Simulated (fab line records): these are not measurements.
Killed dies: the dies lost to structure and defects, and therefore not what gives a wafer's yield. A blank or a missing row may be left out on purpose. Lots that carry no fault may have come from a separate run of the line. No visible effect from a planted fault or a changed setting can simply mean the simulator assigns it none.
Which tool is to blame? || flow nand_harc || 11 lots, 33 wafers sampled, at 3 steps of a route of 1302

== WHAT THE GAUGES READ, wafer by wafer ==
NHARC_P_M0_CD_MEAS_09: target cd 90 nm.
{"lot": "L888", "measured": "day 6 16:44", "on": "cd_sem-03", "cd_nm (nm)": "90.5 91.1 90.3"}
{"lot": "L890", "measured": "day 7 14:55", "on": "cd_sem-03", "cd_nm (nm)": "90.2 90.4 90.4"}
{"lot": "L891", "measured": "day 8 07:05", "on": "cd_sem-01", "cd_nm (nm)": "89.7 90.6 90.3"}
{"lot": "L892", "measured": "day 8 17:11", "on": "cd_sem-03", "cd_nm (nm)": "89.9 89.5 89.9"}
{"lot": "L894", "measured": "day 9 18:04", "on": "cd_sem-02", "cd_nm (nm)": "107.6 108.8 107.9"}
{"lot": "L895", "measured": "day 10 01:25", "on": "cd_sem-01", "cd_nm (nm)": "89.6 89.7 89.2"}
{"lot": "L897", "measured": "day 11 00:25", "on": "cd_sem-03", "cd_nm (nm)": "104.4 104.9 105.6"}
{"lot": "L903", "measured": "day 13 06:32", "on": "cd_sem-02", "cd_nm (nm)": "90.4 89.7 90.2"}
{"lot": "L904", "measured": "day 13 16:02", "on": "cd_sem-02", "cd_nm (nm)": "90.5 89.4 90.6"}
{"lot": "L906", "measured": "day 14 06:26", "on": "cd_sem-01", "cd_nm (nm)": "90.1 89.9 89.6"}
{"lot": "L909", "measured": "day 15 16:16", "on": "cd_sem-02", "cd_nm (nm)": "90.2 90.3 90.2"}

== EACH LOT AND THE TOOL THAT RAN IT (in order: tool; ch and the chambers of the sampled wafers; start) ==
{"lot": "L888", "NHARC_P_CONTACT_ETCH_31": "rie_diel-09 ch 0,2,3, day 6 16:39 or earlier", "NHARC_P_M0_PEB_07": "litho_track-01 ch 0, day 6 16:39"}
{"lot": "L890", "NHARC_P_CONTACT_ETCH_31": "rie_diel-02 ch 0,1,3, day 7 14:50 or earlier", "NHARC_P_M0_PEB_07": "litho_track-04 ch 0, day 7 14:50"}
{"lot": "L891", "NHARC_P_CONTACT_ETCH_31": "rie_diel-03 ch 0,1,2, day 8 07:00 or earlier", "NHARC_P_M0_PEB_07": "litho_track-06 ch 0, day 8 07:00"}
{"lot": "L892", "NHARC_P_CONTACT_ETCH_31": "rie_diel-09 ch 2,3, day 8 17:05 or earlier", "NHARC_P_M0_PEB_07": "litho_track-01 ch 0, day 8 17:05"}
{"lot": "L894", "NHARC_P_CONTACT_ETCH_31": "rie_diel-03 ch 0,1,3, day 9 17:58 or earlier", "NHARC_P_M0_PEB_07": "litho_track-01 ch 0, day 9 17:58"}
{"lot": "L895", "NHARC_P_CONTACT_ETCH_31": "rie_diel-09 ch 0,1,3, day 10 01:20 or earlier", "NHARC_P_M0_PEB_07": "litho_track-06 ch 0, day 10 01:20"}
{"lot": "L897", "NHARC_P_CONTACT_ETCH_31": "rie_diel-02 ch 0,3, day 11 00:19 or earlier", "NHARC_P_M0_PEB_07": "litho_track-01 ch 0, day 11 00:19"}
{"lot": "L903", "NHARC_P_CONTACT_ETCH_31": "rie_diel-09 ch 0,2, day 13 06:27 or earlier", "NHARC_P_M0_PEB_07": "litho_track-01 ch 0, day 13 06:27"}
{"lot": "L904", "NHARC_P_CONTACT_ETCH_31": "rie_diel-09 ch 0,2,3, day 13 15:57 or earlier", "NHARC_P_M0_PEB_07": "litho_track-04 ch 0, day 13 15:57"}
{"lot": "L906", "NHARC_P_CONTACT_ETCH_31": "rie_diel-02 ch 2,3, day 14 06:22 or earlier", "NHARC_P_M0_PEB_07": "litho_track-04 ch 0, day 14 06:22"}
{"lot": "L909", "NHARC_P_CONTACT_ETCH_31": "rie_diel-03 ch 0,2,3, day 15 16:11 or earlier", "NHARC_P_M0_PEB_07": "litho_track-01 ch 0, day 15 16:11"}
- NHARC_P_CONTACT_ETCH_31: etches the open film in CH3F/O2, target depth 30 nm, time 85.7 s.
- NHARC_P_M0_PEB_07: peb time 65 s.

== THE ANSWER, worked out from the rows above alone ==
Rule: usual is defined by the lots themselves. The widest of any qualifying gaps counts: lots, ordered by their means at a reading, are off when they make up no more than a third of the lots, leave a main group of 4 or more, and stand apart from it by 3 or more times the standard deviation of that group's means. If all means in a main group match to the digits the tables above print for the reading, that group is not used. Also off: a lot with no number at a reading for which 4 or more lots have one. All remaining lots with rows at the step are treated as sound.
Off: L894, L897 (NHARC_P_M0_CD_MEAS_09, cd_nm). Main group: mean 90.1 nm, sd 0.32.
A tool fits if, at a process step before that reading, it ran every lot that is off, and no sound lot after the first of them. Those tools and the gauges at NHARC_P_M0_CD_MEAS_09 are tried in the same way. NHARC_P_CONTACT_ETCH_31: start missing for some lots; hours and lot order therefore follow NHARC_P_M0_PEB_07. Not one of the candidates tried fits.

== WHAT THE SIMULATOR HAD PUT IN ==
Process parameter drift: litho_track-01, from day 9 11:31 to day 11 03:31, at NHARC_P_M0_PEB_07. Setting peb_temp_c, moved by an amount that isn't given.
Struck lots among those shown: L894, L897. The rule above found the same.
